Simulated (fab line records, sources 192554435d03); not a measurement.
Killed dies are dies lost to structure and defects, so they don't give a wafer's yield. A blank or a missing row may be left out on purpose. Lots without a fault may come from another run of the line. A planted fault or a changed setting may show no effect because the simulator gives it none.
Chamber matching | flow n5_finfet | N5_BEOL_M8_ETCH_61 on rie_diel-03: 4 sister chambers
The step etches SiARC in CF4, target depth 45.5 nm, time 75.8 s. 4 wafers are shown with their chamber, then 6 later ones without.

WAFERS WITH THEIR CHAMBER
wafer  | chamber | showerhead_plenum_p_Torr (Torr)
L252.3 | 3       | 2.16
L252.6 | 2       | 2.25
L258.1 | 0       | 2.14
L258.2 | 1       | 2.25

WAFERS WITHOUT THEIR CHAMBER
wafer  | showerhead_plenum_p_Torr (Torr)
L258.4 | 2.15
L260.3 | 2.14
L260.4 | 2.25
L260.5 | 2.14
L263.3 | 2.25
L263.6 | 2.25

WHICH CHAMBER EACH WENT THROUGH
wafer  | from the rows above     | in truth
L258.4 | can't be placed: 0 or 3 | 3
L260.3 | 0                       | 0
L260.4 | can't be placed: 1 or 2 | 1
L260.5 | 0                       | 0
L263.3 | can't be placed: 1 or 2 | 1
L263.6 | can't be placed: 1 or 2 | 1
Placed correctly: 2 of 6. Can't be placed from these rows: 4 (the true chamber is among the candidates in 4). Placed wrongly: 0.
How it was worked out, from the rows above alone: a wafer's distance from a chamber is the root of the sum, over the readings, of the square of ((its reading less the chamber's mean) divided by the reading's scatter). The wafer belongs to the nearest chamber; if the next one is less than 2 further off, it can't be placed. A chamber's mean is the mean of its shown wafers. The scatter: with one shown wafer a chamber, the root of the mean of the squares of how far each hidden wafer lies from its nearest shown one.
